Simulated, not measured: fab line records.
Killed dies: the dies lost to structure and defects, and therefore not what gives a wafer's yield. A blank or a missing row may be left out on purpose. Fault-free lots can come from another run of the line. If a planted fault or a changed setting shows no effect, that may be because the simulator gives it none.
Split-lot experiment | flow n5 finfet | 39 wafers read from 7 lots, route of 1938 steps

## SPLIT DETAILS
At N5_FIN_SAQP_HM_DEP_72 (deposits SiO2 from SiH4/N2O, target thk 12 nm, time 7.2 s), the setting time s was moved away from the recipe's 7.2 s on 18 of the 39 wafers read, by -15.7% to +12.1%. All remaining wafers had this setting at the recipe value.

## FROM THE SPLIT TO THE READING: what the file shows between them, 4 steps
- N5_FIN_SAQP_COAT_49: time 60 s, resist thk 100 nm
- N5_FIN_SAQP_COAT_50: time 60 s, resist thk 35 nm
- N5_FIN_SAQP_ETCH_52: etches SOC in N2/H2, target depth 100 nm, overetch 20 nm, time 150 s
- N5_FIN_SAQP_STRIP_53: strips in N2/H2

## THE READING
etch.depth nm (the simulator's own value, which no gauge read), in nm, at N5_FIN_SAQP_HM_OPEN_73 (chemistry CHF3/O2, target SiO2, stops on a-Si, target depth 12 nm, time 16.8 s). The file does not state a usual value for it. The 21 wafers here that ran the recipe average 11.989 nm, standard deviation 0.24 nm.

wafer  | tool, chamber at the split | time s as run, s | against the recipe | etch.depth nm, nm | against lot-mates on the recipe
L074.1 | pecvd-03, 1                | 7.2              | recipe             | 11.95             | -
L074.2 | pecvd-03, 0                | 6.765            | -6.0%              | 10.57             | -1.277
L074.3 | pecvd-03, 0                | 6.765            | -6.0%              | 11.01             | -0.837
L074.4 | pecvd-03, 1                | 7.2              | recipe             | 11.92             | -
L074.5 | pecvd-03, 0                | 7.2              | recipe             | 11.67             | -
L074.6 | pecvd-03, 1                | 6.765            | -6.0%              | 11.38             | -0.467
L078.1 | pecvd-04, 2                | 7.692            | +6.8%              | 12.55             | +0.297
L078.2 | pecvd-04, 1                | 7.2              | recipe             | 11.88             | -
L078.3 | pecvd-04, 0                | 7.2              | recipe             | 12.3              | -
L078.4 | pecvd-04, 1                | 7.692            | +6.8%              | 12.96             | +0.707
L078.5 | pecvd-04, 2                | 7.692            | +6.8%              | 12.8              | +0.547
L078.6 | pecvd-04, 0                | 7.2              | recipe             | 12.58             | -
L085.2 | pecvd-03, 1,2              | 7.2              | recipe             | 12.11             | -
L085.4 | pecvd-03, 1,2              | 7.2              | recipe             | 12.11             | -
L085.5 | pecvd-03, 1                | 7.2              | recipe             | 12.27             | -
L086.1 | pecvd-04, 1                | 7.2              | recipe             | 11.84             | -
L086.2 | pecvd-04, 2                | 8.074            | +12.1%             | 13.3              | +1.350
L086.3 | pecvd-04, 0                | 8.074            | +12.1%             | 13.74             | +1.790
L086.4 | pecvd-04, 0                | 8.074            | +12.1%             | 13.96             | +2.010
L086.5 | pecvd-04, 1                | 7.2              | recipe             | 12.13             | -
L086.6 | pecvd-04, 2                | 7.2              | recipe             | 11.88             | -
L090.1 | pecvd-01, 0                | 6.072            | -15.7%             | 10.07             | -1.640
L090.2 | pecvd-01, 1                | 7.2              | recipe             | 11.69             | -
L090.3 | pecvd-01, 2                | 7.2              | recipe             | 11.73             | -
L090.4 | pecvd-01, 1                | 6.072            | -15.7%             | 9.904             | -1.806
L090.5 | pecvd-01, 2                | 7.2              | recipe             | 11.71             | -
L090.6 | pecvd-01, 0                | 6.072            | -15.7%             | 10.02             | -1.690
L095.1 | pecvd-01, 0                | 6.832            | -5.1%              | 11.55             | -0.380
L095.2 | pecvd-01, 1                | 7.2              | recipe             | 11.87             | -
L095.3 | pecvd-01, 2                | 7.2              | recipe             | 11.76             | -
L095.4 | pecvd-01, 0                | 6.832            | -5.1%              | 11.83             | -0.100
L095.5 | pecvd-01, 1                | 7.2              | recipe             | 12.16             | -
L095.6 | pecvd-01, 2                | 6.832            | -5.1%              | 11.43             | -0.500
L097.1 | pecvd-04, 0                | 6.324            | -12.2%             | 10.69             | -1.380
L097.2 | pecvd-04, 2                | 6.324            | -12.2%             | 10.45             | -1.620
L097.3 | pecvd-04, 1                | 7.2              | recipe             | 11.82             | -
L097.4 | pecvd-04, 1                | 7.2              | recipe             | 12.04             | -
L097.5 | pecvd-04, 0                | 6.324            | -12.2%             | 11.18             | -0.890
L097.6 | pecvd-04, 2                | 7.2              | recipe             | 12.35             | -
The file does not say which wafer passed through which chamber wherever a row lists several chambers: such a row stands for several wafers.

THE FIT
A straight line over all 39 wafers: etch.depth nm changes by +0.123 nm for each +1% of time s; r = +0.95; the points scatter about the line by 0.28 nm.
The same after taking each lot's own level away (the mean of its wafers on the recipe; 39 wafers): +0.114 nm for each +1%; r = +0.95; scatter 0.26 nm.
The reading moves by 1.8 nm for the largest change in time s, on that fit.
From 11.7100 to 12.2533 nm: that is the span of the lots' own levels, equal to 2.3 times the standard deviation above.
Consequently the slope shifts little with the lot-to-lot level, the two slopes agreeing.
Check: -1.79 nm against its lot-mates is what the line predicts for one of the wafers moved furthest among these (-15.7%) when that wafer is left out of the fit. Against them it came out at -1.64 nm.

## ADDITIONAL SPLITS CARRIED BY THESE WAFERS
These wafers also went through other splits before the reading. Each is held against what the fit with the lots' levels taken away leaves over:
other split on the same wafers      | wafers away from the commonest value | r with etch.depth nm (lot level and that fit taken away)
N5_ZERO_LAYER_PECVD_02 target thk a | 12                                   | +0.03
N5_WELL_APT_IMPLANT_15 energy kev   | 9                                    | +0.19

## THE WHOLE CHAIN: every reading that the file lists as answering this split, in the file's order
step                   | what it does                                                                   | reading                                                                            | change (the file's fit)               | r (the file's)
N5_FIN_SAQP_HM_DEP_72  | deposits SiO2 from SiH4/N2O, target thk 12 nm, time 7.2 s                      | SiO2_of_FIN_SAQP_HM_DEP_72.thk nm (the simulator's own value, which no gauge read) | +0.114 nm for each +1% of the setting | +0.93
N5_FIN_SAQP_HM_OPEN_73 | chemistry CHF3/O2, target SiO2, stops on a-Si, target depth 12 nm, time 16.8 s | etch.depth nm (the simulator's own value, which no gauge read)                     | +0.114 nm for each +1% of the setting | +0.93

## FILE'S OWN FIT
etch.depth nm changes by +0.114 nm for each +1% of time s, r = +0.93.
